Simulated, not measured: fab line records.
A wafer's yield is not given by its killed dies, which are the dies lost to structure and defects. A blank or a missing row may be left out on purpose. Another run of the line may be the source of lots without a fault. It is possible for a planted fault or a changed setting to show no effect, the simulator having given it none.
Matching of chambers || flow n5 finfet || N5_BEOL_M2_ILD_DEP_00 on pecvd-01: 3 sister chambers
The step deposits SiOC from DEMS/O2, target thk 79 nm, time 15.3 s. 24 wafers are shown with their chamber, then 12 later ones without.

== WAFERS, EACH WITH ITS CHAMBER ==
{"wafer": "L075.2", "chamber": 0, "heater power w (W)": 448, "throttle valve pct (%)": 11.6, "showerhead plenum p Torr (Torr)": 5.680}
{"wafer": "L075.4", "chamber": 1, "heater power w (W)": 529, "throttle valve pct (%)": 12.1, "showerhead plenum p Torr (Torr)": 5.684}
{"wafer": "L075.6", "chamber": 2, "heater power w (W)": 705, "throttle valve pct (%)": 12.1, "showerhead plenum p Torr (Torr)": 5.672}
{"wafer": "L077.1", "chamber": 0, "heater power w (W)": 450, "throttle valve pct (%)": 11.5, "showerhead plenum p Torr (Torr)": 5.670}
{"wafer": "L077.4", "chamber": 2, "heater power w (W)": 649, "throttle valve pct (%)": 12.1, "showerhead plenum p Torr (Torr)": 5.693}
{"wafer": "L077.6", "chamber": 0, "heater power w (W)": 460, "throttle valve pct (%)": 11.4, "showerhead plenum p Torr (Torr)": 5.672}
{"wafer": "L078.1", "chamber": 0, "heater power w (W)": 464, "throttle valve pct (%)": 11.4, "showerhead plenum p Torr (Torr)": 5.673}
{"wafer": "L078.5", "chamber": 2, "heater power w (W)": 738, "throttle valve pct (%)": 12.2, "showerhead plenum p Torr (Torr)": 5.687}
{"wafer": "L078.6", "chamber": 0, "heater power w (W)": 468, "throttle valve pct (%)": 11.7, "showerhead plenum p Torr (Torr)": 5.673}
{"wafer": "L080.1", "chamber": 2, "heater power w (W)": 693, "throttle valve pct (%)": 12.0, "showerhead plenum p Torr (Torr)": 5.690}
{"wafer": "L080.3", "chamber": 1, "heater power w (W)": 535, "throttle valve pct (%)": 11.9, "showerhead plenum p Torr (Torr)": 5.676}
{"wafer": "L080.6", "chamber": 1, "heater power w (W)": 536, "throttle valve pct (%)": 12.2, "showerhead plenum p Torr (Torr)": 5.665}
{"wafer": "L081.1", "chamber": 0, "heater power w (W)": 434, "throttle valve pct (%)": 11.1, "showerhead plenum p Torr (Torr)": 5.668}
{"wafer": "L081.2", "chamber": 1, "heater power w (W)": 468, "throttle valve pct (%)": 12.2, "showerhead plenum p Torr (Torr)": 5.663}
{"wafer": "L081.5", "chamber": 1, "heater power w (W)": 495, "throttle valve pct (%)": 12.2, "showerhead plenum p Torr (Torr)": 5.660}
{"wafer": "L082.3", "chamber": 2, "heater power w (W)": 729, "throttle valve pct (%)": 12.2, "showerhead plenum p Torr (Torr)": 5.663}
{"wafer": "L082.4", "chamber": 1, "heater power w (W)": 570, "throttle valve pct (%)": 12.1, "showerhead plenum p Torr (Torr)": 5.673}
{"wafer": "L082.6", "chamber": 0, "heater power w (W)": 465, "throttle valve pct (%)": 11.2, "showerhead plenum p Torr (Torr)": 5.690}
{"wafer": "L084.2", "chamber": 2, "heater power w (W)": 628, "throttle valve pct (%)": 12.2, "showerhead plenum p Torr (Torr)": 5.686}
{"wafer": "L084.3", "chamber": 0, "heater power w (W)": 400, "throttle valve pct (%)": 11.5, "showerhead plenum p Torr (Torr)": 5.680}
{"wafer": "L084.4", "chamber": 2, "heater power w (W)": 646, "throttle valve pct (%)": 12.2, "showerhead plenum p Torr (Torr)": 5.680}
{"wafer": "L087.1", "chamber": 1, "heater power w (W)": 537, "throttle valve pct (%)": 12.1, "showerhead plenum p Torr (Torr)": 5.670}
{"wafer": "L087.4", "chamber": 0, "heater power w (W)": 454, "throttle valve pct (%)": 11.5, "showerhead plenum p Torr (Torr)": 5.678}
{"wafer": "L087.5", "chamber": 0, "heater power w (W)": 456, "throttle valve pct (%)": 11.5, "showerhead plenum p Torr (Torr)": 5.679}

SIGNATURES (averages over the wafers above)
{"reading": "heater power w", "chamber 0": 449.90, "chamber 1": 524.29, "chamber 2": 684.00, "scatter within a chamber": 32}
{"reading": "throttle valve pct", "chamber 0": 11.440, "chamber 1": 12.114, "chamber 2": 12.143, "scatter within a chamber": 0.136}
{"reading": "showerhead plenum p Torr", "chamber 0": 5.67630, "chamber 1": 5.67014, "chamber 2": 5.68157, "scatter within a chamber": 0.00839}
Rule: a wafer lies at a distance from a chamber equal to the root of the sum of squares, over the readings, of (its reading less the chamber's mean, divided by the reading's scatter). If the next closest chamber is less than 2 further off than the closest, the wafer can't be placed; otherwise it belongs to the closest. The scatter: the root of (the sum of the squares of (reading less its chamber's mean) over the shown wafers, divided by (wafers less chambers)).

== WAFERS WITHOUT THEIR CHAMBER ==
{"wafer": "L088.2", "heater power w (W)": 418, "throttle valve pct (%)": 11.4, "showerhead plenum p Torr (Torr)": 5.677}
{"wafer": "L088.4", "heater power w (W)": 427, "throttle valve pct (%)": 11.6, "showerhead plenum p Torr (Torr)": 5.695}
{"wafer": "L088.5", "heater power w (W)": 443, "throttle valve pct (%)": 11.6, "showerhead plenum p Torr (Torr)": 5.679}
{"wafer": "L093.1", "heater power w (W)": 416, "throttle valve pct (%)": 11.1, "showerhead plenum p Torr (Torr)": 5.669}
{"wafer": "L093.4", "heater power w (W)": 752, "throttle valve pct (%)": 11.8, "showerhead plenum p Torr (Torr)": 5.692}
{"wafer": "L093.6", "heater power w (W)": 412, "throttle valve pct (%)": 11.5, "showerhead plenum p Torr (Torr)": 5.691}
{"wafer": "L094.2", "heater power w (W)": 445, "throttle valve pct (%)": 11.3, "showerhead plenum p Torr (Torr)": 5.671}
{"wafer": "L094.4", "heater power w (W)": 544, "throttle valve pct (%)": 12.3, "showerhead plenum p Torr (Torr)": 5.674}
{"wafer": "L094.5", "heater power w (W)": 660, "throttle valve pct (%)": 12.2, "showerhead plenum p Torr (Torr)": 5.670}
{"wafer": "L097.1", "heater power w (W)": 482, "throttle valve pct (%)": 11.6, "showerhead plenum p Torr (Torr)": 5.684}
{"wafer": "L097.5", "heater power w (W)": 702, "throttle valve pct (%)": 12.0, "showerhead plenum p Torr (Torr)": 5.684}
{"wafer": "L097.6", "heater power w (W)": 467, "throttle valve pct (%)": 11.6, "showerhead plenum p Torr (Torr)": 5.688}

== EACH ONE'S CHAMBER ==
{"wafer": "L088.2", "from the rows above": 0, "in truth": 0}
{"wafer": "L088.4", "from the rows above": 0, "in truth": 0}
{"wafer": "L088.5", "from the rows above": 0, "in truth": 0}
{"wafer": "L093.1", "from the rows above": 0, "in truth": 0}
{"wafer": "L093.4", "from the rows above": 2, "in truth": 2}
{"wafer": "L093.6", "from the rows above": 0, "in truth": 0}
{"wafer": "L094.2", "from the rows above": 0, "in truth": 0}
{"wafer": "L094.4", "from the rows above": 1, "in truth": 1}
{"wafer": "L094.5", "from the rows above": 2, "in truth": 2}
{"wafer": "L097.1", "from the rows above": 0, "in truth": 0}
{"wafer": "L097.5", "from the rows above": 2, "in truth": 2}
{"wafer": "L097.6", "from the rows above": 0, "in truth": 0}
Correct placement for 12 of the 12. From these rows, 0 cannot be placed. Number placed wrongly: 0.
